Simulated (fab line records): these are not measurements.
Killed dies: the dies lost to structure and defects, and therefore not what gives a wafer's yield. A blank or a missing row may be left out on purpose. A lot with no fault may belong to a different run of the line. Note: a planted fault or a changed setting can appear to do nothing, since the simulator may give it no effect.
Matching of chambers / flow nand-harc / NHARC_A_STAIRCASE_DESCUM_219 on rie-diel-03 has 4 sister chambers
The step chemistry O2, time 3 s. 4 wafers are shown with their chamber, then 8 later ones without.

== EACH WAFER AND ITS CHAMBER ==
wafer=L089.1; chamber=1; drypump-motor-current-A (A)=4.7
wafer=L093.3; chamber=2; drypump-motor-current-A (A)=5.8
wafer=L093.5; chamber=3; drypump-motor-current-A (A)=5.8
wafer=L094.1; chamber=0; drypump-motor-current-A (A)=5.4

== WAFERS WITH NO CHAMBER GIVEN ==
wafer=L094.3; drypump-motor-current-A (A)=5.9
wafer=L094.6; drypump-motor-current-A (A)=5.8
wafer=L095.1; drypump-motor-current-A (A)=5.9
wafer=L095.4; drypump-motor-current-A (A)=5.8
wafer=L095.5; drypump-motor-current-A (A)=4.7
wafer=L097.2; drypump-motor-current-A (A)=5.4
wafer=L097.4; drypump-motor-current-A (A)=5.8
wafer=L097.5; drypump-motor-current-A (A)=4.7

== WHICH CHAMBER EACH ONE RAN IN ==
wafer=L094.3; from the rows above=can't be placed: 2 or 3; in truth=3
wafer=L094.6; from the rows above=can't be placed: 2 or 3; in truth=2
wafer=L095.1; from the rows above=can't be placed: 2 or 3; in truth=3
wafer=L095.4; from the rows above=can't be placed: 2 or 3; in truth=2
wafer=L095.5; from the rows above=1; in truth=1
wafer=L097.2; from the rows above=0; in truth=0
wafer=L097.4; from the rows above=can't be placed: 2 or 3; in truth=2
wafer=L097.5; from the rows above=1; in truth=1
3 of 8 placed correctly. Can't be placed from these rows: 5 (the true chamber is among the candidates in 5). Placed wrongly: 0.
How it was worked out, from the rows above alone: a wafer's distance from a chamber is the root of the sum, over the readings, of the square of ((its reading less the chamber's mean) divided by the reading's scatter). If the next closest chamber is less than 2 further off than the closest, the wafer can't be placed; otherwise it belongs to the closest. The mean given for a chamber averages the wafers shown for that chamber. The scatter: with one shown wafer a chamber, the root of the mean of the squares of how far each hidden wafer lies from its nearest shown one.
